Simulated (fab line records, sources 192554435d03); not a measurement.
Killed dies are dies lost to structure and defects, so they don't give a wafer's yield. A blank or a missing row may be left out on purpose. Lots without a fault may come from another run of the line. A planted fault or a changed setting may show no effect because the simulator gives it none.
Tool commonality check | flow n5_finfet | 9 lots, 27 wafers sampled

WHY IT WAS OPENED
At N5_BEOL_M6_CD_MEAS_28 the reading cd_nm is flagged on 2 of 9 lots. Wafers without a fault read 40.09 nm, standard deviation 0.24.
Rule: a lot is flagged when every wafer of it that has a number lies more than 4 standard deviations from that mean, or none has a number. The other lots count as sound.

lot  | measured     | on        | cd_nm (nm), wafer by wafer | flag
L732 | day 8 23:14  | cd_sem-03 | 39.73 39.91 39.99          |
L733 | day 9 08:37  | cd_sem-01 | 39.97 40.08 40.04          |
L734 | day 9 08:40  | cd_sem-01 | 40.08 40.81 40.17          |
L737 | day 9 23:33  | cd_sem-01 | 40.19 40.14 40.10          |
L746 | day 12 19:01 | cd_sem-01 | 37.01 36.79 36.46          | FLAGGED
L749 | day 12 20:57 | cd_sem-01 | 37.68 37.72 37.66          | FLAGGED
L748 | day 12 23:18 | cd_sem-02 | 40.20 39.60 40.25          |
L752 | day 14 04:08 | cd_sem-02 | 40.15 39.83 40.05          |
L753 | day 14 07:01 | cd_sem-03 | 40.29 40.27 40.38          |
The numbers of the flagged lots are 37.22 nm on average: -2.87 nm against the usual, or -12 standard deviations.

WHICH TOOL RAN EACH LOT
The record holds 3 process steps before the reading, out of a route of 1938 steps. In each cell: the tool, then ch and the chambers that the sampled wafers went through, then the start.
lot  | flag    | N5_BEOL_M6_PECVD_70             | N5_BEOL_M6_STRIP_67                | N5_BEOL_M6_EXPOSE_25
L732 |         | pecvd-02 ch 0,1, day 8 19:59    | rie_diel-03 ch 2,3, day 8 22:26    | euv_scanner-01 ch 0, day 8 23:07
L733 |         | pecvd-01 ch 0,1, day 9 03:40    | rie_diel-06 ch 1,2,3, day 9 07:09  | euv_scanner-02 ch 0, day 9 08:30
L734 |         | pecvd-01 ch 0,2, day 9 04:13    | rie_diel-06 ch 1,2,3, day 9 07:25  | euv_scanner-02 ch 0, day 9 08:32
L737 |         | pecvd-01 ch 0,1,2, day 9 18:56  | rie_diel-06 ch 0,2,3, day 9 19:46  | euv_scanner-02 ch 0, day 9 23:25
L746 | FLAGGED | pecvd-03 ch 0,1, day 12 10:56   | rie_diel-06 ch 0,2,3, day 12 14:13 | euv_scanner-02 ch 0, day 12 18:53
L749 | FLAGGED | pecvd-03 ch 0,1,2, day 12 16:54 | rie_diel-01 ch 0,1, day 12 20:22   | euv_scanner-02 ch 0, day 12 20:50
L748 |         | pecvd-02 ch 0,1,2, day 12 21:01 | rie_diel-03 ch 1,2,3, day 12 22:25 | euv_scanner-01 ch 0, day 12 23:10
L752 |         | pecvd-01 ch 1,2, day 14 01:43   | rie_diel-01 ch 1,2,3, day 14 02:36 | euv_scanner-01 ch 0, day 14 03:59
L753 |         | pecvd-01 ch 1,2, day 14 02:53   | rie_diel-06 ch 0,2, day 14 05:51   | euv_scanner-01 ch 0, day 14 06:53
What these steps do:
- N5_BEOL_M6_PECVD_70: deposits SiO2 from TEOS/O2, target thk 20 nm, time 22.7 s.
- N5_BEOL_M6_STRIP_67: strips in CF4.
- N5_BEOL_M6_EXPOSE_25: exposes mask V5, target cd 40 nm.
- N5_BEOL_M6_CD_MEAS_28: target cd 40 nm.

FLAGGED OVER TOTAL, TOOL BY TOOL (the gauges that took the reading come last)
step                  | tool           | lots run | flagged | share of the flagged lots | sound lots run after its first flagged lot
N5_BEOL_M6_PECVD_70   | pecvd-01       | 5        | 0       | none                      | -
N5_BEOL_M6_PECVD_70   | pecvd-02       | 2        | 0       | none                      | -
N5_BEOL_M6_PECVD_70   | pecvd-03       | 2        | 2       | all                       | 0
N5_BEOL_M6_STRIP_67   | rie_diel-01    | 2        | 1       | some                      | 1 (L752)
N5_BEOL_M6_STRIP_67   | rie_diel-03    | 2        | 0       | none                      | -
N5_BEOL_M6_STRIP_67   | rie_diel-06    | 5        | 1       | some                      | 1 (L753)
N5_BEOL_M6_EXPOSE_25  | euv_scanner-01 | 4        | 0       | none                      | -
N5_BEOL_M6_EXPOSE_25  | euv_scanner-02 | 5        | 2       | all                       | 0
N5_BEOL_M6_CD_MEAS_28 | cd_sem-01      | 5        | 2       | all                       | 0
N5_BEOL_M6_CD_MEAS_28 | cd_sem-02      | 2        | 0       | none                      | -
N5_BEOL_M6_CD_MEAS_28 | cd_sem-03      | 2        | 0       | none                      | -

WHAT THE TABLE ALLOWS
3 rows of the table ran every flagged lot: pecvd-03 at N5_BEOL_M6_PECVD_70, euv_scanner-02 at N5_BEOL_M6_EXPOSE_25, cd_sem-01 at N5_BEOL_M6_CD_MEAS_28.
- pecvd-03 at N5_BEOL_M6_PECVD_70: 2 of its 2 lots flagged. It ran no sound lot before its first flagged lot in this sample, so the start can't be narrowed down.
- euv_scanner-02 at N5_BEOL_M6_EXPOSE_25: 2 of its 5 lots flagged. Its last sound lot is L737 (day 9 23:25), its first flagged lot L746 (day 12 18:53): a fault that began between those two fits. Its own readings lie more than 4 standard deviations out on every wafer of the flagged lots: exposure_dose_mJ_cm2.
- cd_sem-01 at N5_BEOL_M6_CD_MEAS_28: 2 of its 5 lots flagged. Its last sound lot is L737 (day 9 23:33), its first flagged lot L746 (day 12 19:01): a fault that began between those two fits.
Counting lots can't tell these 3 tools apart, because each fits a fault that began at some hour. More lots, or a look at what each step does to the wafer, might.

WHAT THE SIMULATOR HAD PUT IN
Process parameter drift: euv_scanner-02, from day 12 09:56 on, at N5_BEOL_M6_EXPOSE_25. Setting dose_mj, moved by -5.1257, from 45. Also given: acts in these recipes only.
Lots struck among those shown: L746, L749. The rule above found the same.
